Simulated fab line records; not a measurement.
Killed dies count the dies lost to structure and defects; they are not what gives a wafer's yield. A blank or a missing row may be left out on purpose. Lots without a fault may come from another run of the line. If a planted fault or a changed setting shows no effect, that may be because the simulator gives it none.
Which tool was responsible? | flow nand-harc | Sampling: 13 lots, 39 wafers, 5 of 1302 route steps

== WHAT THE GAUGES SHOWED, per wafer ==
NHARC_HYBRID_BOND_OVL_MEAS_05.
lot  | measured     | on         | overlay-x-nm (nm) | overlay-y-nm (nm)
L262 | day 24 11:50 | overlay-02 | 4 -47 48          | 38 -57 14
L265 | day 24 18:44 | overlay-01 | 26 54 41          | -75 -1 -21
L267 | day 26 05:16 | overlay-01 | 38 46 -24         | -7 -44 9
L268 | day 26 12:29 | overlay-02 | 54 45 -30         | -25 18 27
L269 | day 26 12:29 | overlay-01 | 18 -19 57         | 75 -13 29
L270 | day 28 14:57 | overlay-02 | 57 -23 37         | -58 2 17
L271 | day 28 14:58 | overlay-02 | 48 60 -8          | -78 49 -12
L273 | day 28 14:57 | overlay-01 | 22 -124 20        | 16 -65 -21
L274 | day 29 11:39 | overlay-02 | 61 -32 26         | 7 -9 -27
L275 | day 29 11:40 | overlay-01 | 52 5 -29          | -52 24 52
L282 | day 32 09:17 | overlay-02 | 63 -39 -12        | 83 5 -37
L283 | day 32 14:59 | overlay-02 | -33 30 11         | 5 54 40
L284 | day 33 02:20 | overlay-02 | 18 27 -23         | -36 3 -1

NHARC_END_SORT_01.
lot  | measured     | on        | killed-at-array | killed-at-other | killed-at-periphery | killed-dies | killed-open | killed-short
L262 | day 25 07:35 | prober-01 | 73 68 57        | 0 2 2           | 5 3 2               | 78 73 61    | 3 3 3       | 4 2 3
L265 | day 25 16:10 | prober-01 | 95 104 114      | 0 0 0           | 3 0 1               | 98 104 115  | 2 2 1       | 1 1 3
L267 | day 26 23:45 | prober-01 | 65 72 70        | 0 0 1           | 4 0 1               | 69 72 72    | 2 1 1       | 2 1 1
L268 | day 27 06:13 | prober-02 | 84 62 75        | 1 0 5           | 0 4 4               | 85 66 84    | 5 4 1       | 3 2 5
L269 | day 27 06:42 | prober-01 | 72 63 75        | 5 0 0           | 8 3 6               | 85 66 81    | 6 1 5       | 3 2 6
L270 | day 29 21:17 | prober-01 | 43 50 70        | 1 6 1           | 3 2 1               | 47 58 72    | 3 4 3       | 3 0 5
L271 | day 29 12:41 | prober-02 | 30 21 24        | 2 2 2           | 5 3 9               | 37 26 35    | 3 3 4       | 5 1 2
L273 | day 29 12:43 | prober-01 | 68 52 65        | 0 3 1           | 8 6 2               | 76 61 68    | 4 4 2       | 1 1 3
L274 | day 30 05:29 | prober-02 | 341 189 283     | 0 0 1           | 3 2 4               | 344 191 288 | 7 3 2       | 2 3 3
L275 | day 30 06:19 | prober-01 | 214 149 308     | 1 1 0           | 6 5 2               | 221 155 310 | 6 6 2       | 2 3 4
L282 | day 33 03:04 | prober-01 | 50 54 48        | 0 1 1           | 0 2 2               | 50 57 51    | 1 4 2       | 3 2 0
L283 | day 33 08:40 | prober-02 | 44 49 55        | 0 1 0           | 2 2 2               | 46 52 57    | 3 1 4       | 2 0 7
L284 | day 33 21:07 | prober-01 | 24 19 19        | 2 0 2           | 4 4 0               | 30 23 21    | 2 7 3       | 1 1 4

== WHICH TOOL RAN EACH LOT (tool, then ch and the chambers of the sampled wafers, then the start) ==
lot  | NHARC_A_CHANNEL_HOLE_D1_DEP_00 | NHARC_THIN_TSV_ETCH_15           | NHARC_THIN_TSV_DESCUM_35
L262 | acl-dep-02 ch 0, day 9 01:06   | rie-si-04 ch 2,3, day 24 15:25   | rie-diel-06 ch 0,2,3, day 24 20:31
L265 | acl-dep-01 ch 0, day 9 15:53   | rie-si-06 ch 1,2,3, day 24 23:28 | rie-diel-07 ch 1,2,3, day 25 04:41
L267 | acl-dep-01 ch 0, day 10 21:33  | rie-si-04 ch 0,2,3, day 26 08:50 | rie-diel-06 ch 0,3, day 26 14:07
L268 | acl-dep-03 ch 0, day 11 15:33  | rie-si-06 ch 0,3, day 26 15:56   | rie-diel-05 ch 0,1,3, day 26 21:14
L269 | acl-dep-01 ch 0, day 11 15:52  | rie-si-06 ch 0,2, day 26 17:25   | rie-diel-07 ch 0,1,3, day 26 22:38
L270 | acl-dep-01 ch 0, day 12 05:15  | rie-si-02 ch 0,2,3, day 28 18:24 | rie-diel-05 ch 1,2,3, day 28 23:42
L271 | acl-dep-03 ch 0, day 12 22:10  | rie-si-06 ch 1,2, day 28 20:56   | rie-diel-07 ch 0,3, day 29 02:49
L273 | acl-dep-01 ch 0, day 13 03:56  | rie-si-02 ch 1,2, day 28 19:43   | rie-diel-07 ch 2,3, day 29 01:22
L274 | acl-dep-01 ch 0, day 13 21:43  | rie-si-06 ch 0,1,3, day 29 15:14 | rie-diel-06 ch 0,3, day 29 20:32
L275 | acl-dep-01 ch 0, day 14 09:37  | rie-si-04 ch 1,2,3, day 29 16:36 | rie-diel-05 ch 0,3, day 29 22:45
L282 | acl-dep-03 ch 0, day 17 00:42  | rie-si-04 ch 2,3, day 32 12:50   | rie-diel-07 ch 0,2,3, day 32 18:06
L283 | acl-dep-02 ch 0, day 17 12:12  | rie-si-04 ch 2,3, day 32 18:33   | rie-diel-07 ch 1,2, day 32 23:48
L284 | acl-dep-01 ch 0, day 17 23:14  | rie-si-02 ch 0,2,3, day 33 05:55 | rie-diel-06 ch 0,1,2, day 33 11:14
- NHARC_A_CHANNEL_HOLE_D1_DEP_00: deposits aC, target thk 3100 nm.
- NHARC_THIN_TSV_ETCH_15: target depth 3000 nm, bosch target overetch cycles 2, bosch etch step 2.8 s.
- NHARC_THIN_TSV_DESCUM_35: chemistry O2, time 3 s.

== WHAT THE TOOLS THEMSELVES READ (means of the sampled wafers that have a number; where no wafer has one, the mark that the record gives instead) ==
NHARC_A_CHANNEL_HOLE_D1_DEP_00.
lot  | tool       | throttle-valve-pct (%)
L262 | acl-dep-02 | 34.993
L265 | acl-dep-01 | 35.008
L267 | acl-dep-01 | 35.004
L268 | acl-dep-03 | 34.991
L269 | acl-dep-01 | 35.014
L270 | acl-dep-01 | 34.995
L271 | acl-dep-03 | 35.004
L273 | acl-dep-01 | 34.992
L274 | acl-dep-01 | 34.998
L275 | acl-dep-01 | 35.003
L282 | acl-dep-03 | 35.010
L283 | acl-dep-02 | 34.995
L284 | acl-dep-01 | 35.008

NHARC_THIN_TSV_ETCH_15.
lot  | tool      | drypump-motor-current-A (A) | he-backside-leak-sccm (sccm)
L262 | rie-si-04 | 6.1                         | 2.4
L265 | rie-si-06 | 6.2                         | 2.7
L267 | rie-si-04 | 6.1                         | 2.6
L268 | rie-si-06 | 6.4                         | 3.2
L269 | rie-si-06 | 6.4                         | 2.4
L270 | rie-si-02 | 5.4                         | 2.8
L271 | rie-si-06 | 5.8                         | 2.9
L273 | rie-si-02 | 5.6                         | 2.8
L274 | rie-si-06 | 6.1                         | 2.7
L275 | rie-si-04 | 5.8                         | 2.3
L282 | rie-si-04 | 5.7                         | 3.1
L283 | rie-si-04 | 6.1                         | 2.4
L284 | rie-si-02 | 5.4                         | 2.8

NHARC_THIN_TSV_DESCUM_35.
lot  | tool        | drypump-motor-current-A (A) | oes-product-au (a.u.) | rf-vpp-V (V) | showerhead-plenum-p-Torr (Torr) | throttle-valve-pct (%)
L262 | rie-diel-06 | 6.0                         | 0.993                 | 58.3         | 1.92                            | 11.301
L265 | rie-diel-07 | 5.6                         | 0.991                 | 58.3         | 2.00                            | 11.305
L267 | rie-diel-06 | 5.7                         | 0.999                 | 57.8         | 1.94                            | 11.307
L268 | rie-diel-05 | 5.6                         | 1.005                 | 56.9         | 1.88                            | 11.320
L269 | rie-diel-07 | 5.5                         | 1.003                 | 57.3         | 1.94                            | 11.316
L270 | rie-diel-05 | 5.8                         | 1.004                 | 57.7         | 1.87                            | 11.309
L271 | rie-diel-07 | 6.0                         | 0.998                 | 57.6         | 1.91                            | 11.313
L273 | rie-diel-07 | 6.2                         | 0.999                 | 58.2         | 1.96                            | 11.320
L274 | rie-diel-06 | 5.7                         | 0.994                 | 58.1         | 1.94                            | 11.313
L275 | rie-diel-05 | 5.7                         | 1.010                 | 58.0         | 1.93                            | 11.305
L282 | rie-diel-07 | 5.9                         | 0.985                 | 57.8         | 1.94                            | 11.310
L283 | rie-diel-07 | 5.5                         | 0.986                 | 58.3         | 2.02                            | 11.308
L284 | rie-diel-06 | 6.0                         | 0.979                 | 58.5         | 1.92                            | 11.306

== THE ANSWER, worked out from the rows above alone ==
Rule: the usual values come from the lots themselves. The widest of any qualifying gaps counts: lots, ordered by their means at a reading, are off when they make up no more than a third of the lots, leave a main group of 4 or more, and stand apart from it by 3 or more times the standard deviation of that group's means. Not used: any main group whose means are identical at the precision the tables above print for the reading. Also off: a lot with no number at a reading for which 4 or more lots have one. Any other lot the step has rows for is counted as sound. Order of review: gauges by route order, followed by the tools' own readings, for which a lot's mean as printed above is used. At the first step where some lot is off, the reading lying furthest off is the one used; lots without a number count as furthest.
Off at NHARC_END_SORT_01 (killed-dies): L274, L275. Mean 63 and standard deviation 21 in the main group.
If a tool, at a process step before that reading, ran all the lots that are off and no sound lot after the first of them, it fits. Those tools and the gauges at NHARC_END_SORT_01 are tried in the same way. Not one of the candidates tried fits.

== WHAT HAD BEEN PUT IN BY THE SIMULATOR ==
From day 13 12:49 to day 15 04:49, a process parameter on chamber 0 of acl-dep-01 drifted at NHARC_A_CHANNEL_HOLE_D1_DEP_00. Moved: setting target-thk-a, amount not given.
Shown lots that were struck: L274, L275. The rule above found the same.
